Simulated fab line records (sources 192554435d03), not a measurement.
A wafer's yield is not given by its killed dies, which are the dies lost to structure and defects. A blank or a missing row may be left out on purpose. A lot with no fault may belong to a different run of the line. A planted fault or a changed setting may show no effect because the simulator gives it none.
Split-lot study | flow n5-finfet | route with 1938 steps; 7 lots, 21 wafers read

## ABOUT THE SPLIT
At N5_BEOL_M3_HM_DEP_02 (deposits TiN, target thk 20 nm), the setting target-thk-a was moved away from the recipe's 200 angstrom on 4 of the 21 wafers read, by -12.3% to +5.2%. This setting was run at the recipe's value on the other wafers.

## FROM THE SPLIT TO THE READING: what the file shows between them, 8 steps
- N5_BEOL_M3_COAT_61: time 60 s, resist thk 60 nm
- N5_BEOL_M3_COAT_62: time 60 s, resist thk 12 nm
- N5_BEOL_M3_STRIP_75: strips in N2/H2
- N5_BEOL_M3_STRIP_66: strips in CF4
- N5_BEOL_M3_HM_OPEN_17: chemistry Cl2/BCl3, target TiN, target depth 20 nm, overetch 6 nm
- N5_BEOL_M3_STRIP_19: strips in O2
- N5_BEOL_M3_STRIP_83: strips in C4F6/O2
- N5_BEOL_M3_STRIP_36: strips in N2/H2

## THE READING
TiN_of_BEOL_M3_HM_DEP_02.thk-nm (the simulator's own value, which no gauge read), in nm, at N5_BEOL_M3_TRENCH_ETCH_37 (etches SiOC in C4F6/O2, target depth 55.555 nm, time 29.2 s). There is no usual value for it anywhere in the file. Here, 17 wafers ran the recipe; their average is 17.6 nm with a standard deviation of 0.23 nm.

wafer  | tool, chamber at the split | target-thk-a as run, angstrom | against the recipe | TiN_of_BEOL_M3_HM_DEP_02.thk-nm, nm | against lot-mates on the recipe
L075.3 | pvd-sputter-01, -          | 200                           | recipe             | 17.4                                | -
L075.4 | pvd-sputter-01, -          | 200                           | recipe             | 17.6                                | -
L075.6 | pvd-sputter-01, -          | 200                           | recipe             | 17.6                                | -
L076.3 | pvd-sputter-01, -          | 200                           | recipe             | 17.6                                | -
L076.5 | pvd-sputter-01, -          | 200                           | recipe             | 17.4                                | -
L076.6 | pvd-sputter-01, -          | 200                           | recipe             | 17.4                                | -
L077.1 | pvd-sputter-01, -          | 200                           | recipe             | 18                                  | -
L077.2 | pvd-sputter-01, -          | 200                           | recipe             | 18                                  | -
L077.3 | pvd-sputter-01, -          | 200                           | recipe             | 17.8                                | -
L080.2 | pvd-sputter-01, -          | 200                           | recipe             | 17.6                                | -
L080.3 | pvd-sputter-01, -          | 177.2                         | -11.4%             | 15.2                                | -2.4
L080.5 | pvd-sputter-01, -          | 177.2                         | -11.4%             | 15.4                                | -2.2
L081.3 | pvd-sputter-01, -          | 200                           | recipe             | 17.2                                | -
L081.5 | pvd-sputter-01, -          | 200                           | recipe             | 17.4                                | -
L081.6 | pvd-sputter-01, -          | 200                           | recipe             | 17.4                                | -
L083.1 | pvd-sputter-03, -          | 200                           | recipe             | 17.8                                | -
L083.3 | pvd-sputter-03, -          | 200                           | recipe             | 17.8                                | -
L083.4 | pvd-sputter-03, -          | 210.3                         | +5.2%              | 19                                  | +1.2
L093.1 | pvd-sputter-03, -          | 200                           | recipe             | 17.8                                | -
L093.4 | pvd-sputter-03, -          | 200                           | recipe             | 17.8                                | -
L093.5 | pvd-sputter-03, -          | 175.3                         | -12.3%             | 15.4                                | -2.4

FIT RESULTS
A straight line over all 21 wafers: TiN_of_BEOL_M3_HM_DEP_02.thk-nm changes by +0.201 nm for each +1% of target-thk-a; r = +0.97; the points scatter about the line by 0.24 nm.
The same after taking each lot's own level away (the mean of its wafers on the recipe; 21 wafers): +0.202 nm for each +1%; r = +1.00; scatter 0.091 nm.
Per that fit: largest target-thk-a move, reading shift of 2.5 nm.
Measured against the standard deviation above, the lots' own levels, which go from 17.33 to 17.93 nm, span 2.7 times it.
So the lot-to-lot level changes the slope little: the two slopes agree.
Check: -2.52 nm against its lot-mates is what the line predicts for one of the wafers moved furthest among these (-12.3%) when that wafer is left out of the fit. Against them it came out at -2.4 nm.

## FURTHER SPLITS ON THESE WAFERS
Note: prior to the reading, these wafers also went through further splits. Each is held against what the fit with the lots' levels taken away leaves over:
other split on the same wafers | wafers away from the commonest value | r with TiN_of_BEOL_M3_HM_DEP_02.thk-nm (lot level and that fit taken away)
N5_BEOL_M1_DESCUM_33 time-s    | 7                                    | -0.15
N5_BEOL_M2_ETCH_64 source-w    | 9                                    | +0.11
N5_BEOL_M2_COAT_67 spin-rpm    | 5                                    | +0.30
N5_BEOL_M3_ILD_DEP_00 time-s   | 3                                    | -0.08

## THE WHOLE CHAIN: every reading that the file lists as answering this split, in the file's order
step                      | what it does                                                      | reading                                                                          | change (the file's fit)               | r (the file's)
N5_BEOL_M3_HM_DEP_02      | deposits TiN, target thk 20 nm                                    | TiN_of_BEOL_M3_HM_DEP_02.thk-nm (the simulator's own value, which no gauge read) | +0.194 nm for each +1% of the setting | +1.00
N5_BEOL_M3_HM_OPEN_17     | chemistry Cl2/BCl3, target TiN, target depth 20 nm, overetch 6 nm | etch.depth-nm (the simulator's own value, which no gauge read)                   | +0.2 nm for each +1% of the setting   | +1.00
N5_BEOL_M3_TRENCH_ETCH_37 | etches SiOC in C4F6/O2, target depth 55.555 nm, time 29.2 s       | TiN_of_BEOL_M3_HM_DEP_02.thk-nm (the simulator's own value, which no gauge read) | +0.201 nm for each +1% of the setting | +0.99

## FILE'S OWN FIT
TiN_of_BEOL_M3_HM_DEP_02.thk-nm changes by +0.201 nm for each +1% of target-thk-a, r = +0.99.
